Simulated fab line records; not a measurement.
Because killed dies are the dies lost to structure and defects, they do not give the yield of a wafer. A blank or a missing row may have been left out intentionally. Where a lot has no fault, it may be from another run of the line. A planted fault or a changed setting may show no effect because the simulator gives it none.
Split-lot study || flow n5Finfet || 21 wafers read from 7 lots, route of 1938 steps

## THE SPLIT ITSELF
At N5_BEOL_M0_ETCH_138 (etches SiCN in CH3F/O2, target depth 12 nm, time 31.6 s), the setting sourceW was moved away from the recipe's 395 W on 10 of the 21 wafers read, by -13.7% to +5.9%. The other wafers ran this setting at the recipe's value.

The reading is taken at the split's own step.

## THE READING
rfVppV, in V, at N5_BEOL_M0_ETCH_138 (etches SiCN in CH3F/O2, target depth 12 nm, time 31.6 s). On this fab line, fault-free wafers typically give 297.3 V with a standard deviation of 1.8 V.

{"wafer": "L076.3", "tool, chamber at the split": "rieDiel-01, 3", "sourceW as run, W": 360.4, "against the recipe": "-8.8%", "rfVppV, V": 303.6, "against lot-mates on the recipe": "no lot-mate on the recipe"}
{"wafer": "L076.4", "tool, chamber at the split": "rieDiel-01, 2", "sourceW as run, W": 360.4, "against the recipe": "-8.8%", "rfVppV, V": 304.6, "against lot-mates on the recipe": "no lot-mate on the recipe"}
{"wafer": "L076.5", "tool, chamber at the split": "rieDiel-01, 2", "sourceW as run, W": 360.4, "against the recipe": "-8.8%", "rfVppV, V": 304.5, "against lot-mates on the recipe": "no lot-mate on the recipe"}
{"wafer": "L079.1", "tool, chamber at the split": "rieDiel-01, 3", "sourceW as run, W": 395, "against the recipe": "recipe", "rfVppV, V": 295.2, "against lot-mates on the recipe": "-"}
{"wafer": "L079.5", "tool, chamber at the split": "rieDiel-01, 1", "sourceW as run, W": 395, "against the recipe": "recipe", "rfVppV, V": 297.8, "against lot-mates on the recipe": "-"}
{"wafer": "L079.6", "tool, chamber at the split": "rieDiel-01, 2", "sourceW as run, W": 395, "against the recipe": "recipe", "rfVppV, V": 294.2, "against lot-mates on the recipe": "-"}
{"wafer": "L086.1", "tool, chamber at the split": "rieDiel-02, 1", "sourceW as run, W": 395, "against the recipe": "recipe", "rfVppV, V": 300.9, "against lot-mates on the recipe": "-"}
{"wafer": "L086.4", "tool, chamber at the split": "rieDiel-02, 2", "sourceW as run, W": 395, "against the recipe": "recipe", "rfVppV, V": 296.4, "against lot-mates on the recipe": "-"}
{"wafer": "L086.6", "tool, chamber at the split": "rieDiel-02, 3", "sourceW as run, W": 340.7, "against the recipe": "-13.7%", "rfVppV, V": 312.1, "against lot-mates on the recipe": "+13.5"}
{"wafer": "L087.4", "tool, chamber at the split": "rieDiel-06, 2", "sourceW as run, W": 418.3, "against the recipe": "+5.9%", "rfVppV, V": 292.5, "against lot-mates on the recipe": -3.6}
{"wafer": "L087.5", "tool, chamber at the split": "rieDiel-06, 0", "sourceW as run, W": 395, "against the recipe": "recipe", "rfVppV, V": 296.3, "against lot-mates on the recipe": "-"}
{"wafer": "L087.6", "tool, chamber at the split": "rieDiel-06, 3", "sourceW as run, W": 395, "against the recipe": "recipe", "rfVppV, V": 296.0, "against lot-mates on the recipe": "-"}
{"wafer": "L088.1", "tool, chamber at the split": "rieDiel-01, 3", "sourceW as run, W": 416.8, "against the recipe": "+5.5%", "rfVppV, V": 295.3, "against lot-mates on the recipe": "no lot-mate on the recipe"}
{"wafer": "L088.5", "tool, chamber at the split": "rieDiel-01, 2", "sourceW as run, W": 416.8, "against the recipe": "+5.5%", "rfVppV, V": 290.9, "against lot-mates on the recipe": "no lot-mate on the recipe"}
{"wafer": "L088.6", "tool, chamber at the split": "rieDiel-01, 3", "sourceW as run, W": 416.8, "against the recipe": "+5.5%", "rfVppV, V": 293.6, "against lot-mates on the recipe": "no lot-mate on the recipe"}
{"wafer": "L097.1", "tool, chamber at the split": "rieDiel-02, 1", "sourceW as run, W": 395, "against the recipe": "recipe", "rfVppV, V": 300.7, "against lot-mates on the recipe": "-"}
{"wafer": "L097.3", "tool, chamber at the split": "rieDiel-02, 3", "sourceW as run, W": 395, "against the recipe": "recipe", "rfVppV, V": 294.9, "against lot-mates on the recipe": "-"}
{"wafer": "L097.6", "tool, chamber at the split": "rieDiel-02, 0", "sourceW as run, W": 395, "against the recipe": "recipe", "rfVppV, V": 297.8, "against lot-mates on the recipe": "-"}
{"wafer": "L096.1", "tool, chamber at the split": "rieDiel-01, 0", "sourceW as run, W": 395, "against the recipe": "recipe", "rfVppV, V": 295.6, "against lot-mates on the recipe": "-"}
{"wafer": "L096.2", "tool, chamber at the split": "rieDiel-01, 1", "sourceW as run, W": 369.1, "against the recipe": "-6.6%", "rfVppV, V": 306.3, "against lot-mates on the recipe": "+10.7"}
{"wafer": "L096.6", "tool, chamber at the split": "rieDiel-01, 0", "sourceW as run, W": 369.1, "against the recipe": "-6.6%", "rfVppV, V": 303.5, "against lot-mates on the recipe": "+7.9"}

FIT RESULTS
A straight line over all 21 wafers: rfVppV changes by -0.916 V for each +1% of sourceW; r = -0.93; the points scatter about the line by 2.1 V.
The same after taking each lot's own level away (the mean of its wafers on the recipe; 15 wafers): -1.03 V for each +1%; r = -0.92; scatter 2 V.
On that fit, the largest move of sourceW shifts the reading by 14 V.
Measured against the standard deviation above, the lots' own levels, which go from 295.60 to 298.65 V, span 1.7 times it.
Thus the slope moves with the lot-to-lot level: the two fits are different.
Check: +16.4 V against its lot-mates is what the line predicts for one of the wafers moved furthest among these (-13.7%) when that wafer is left out of the fit. Against them it came out at +13.5 V.
Tool readings at the split's step, against how far the setting was moved: rfVppV r = -0.93.

## THE OTHER SPLITS THESE WAFERS WENT THROUGH
Before the reading, these wafers also passed through other splits. Each is held against what the fit with the lots' levels taken away leaves over:
{"other split on the same wafers": "N5_BEOL_M0_SAQP_SPACER2_ALD_26 targetThkA", "wafers away from the commonest value": 6, "r with rfVppV (lot level and that fit taken away)": "+0.09"}
{"other split on the same wafers": "N5_BEOL_M0_SAQP_COAT_87 tempC", "wafers away from the commonest value": 12, "r with rfVppV (lot level and that fit taken away)": "+0.16"}

## FILE'S OWN FIT
rfVppV changes by -0.999 V for each +1% of sourceW, r = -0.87.
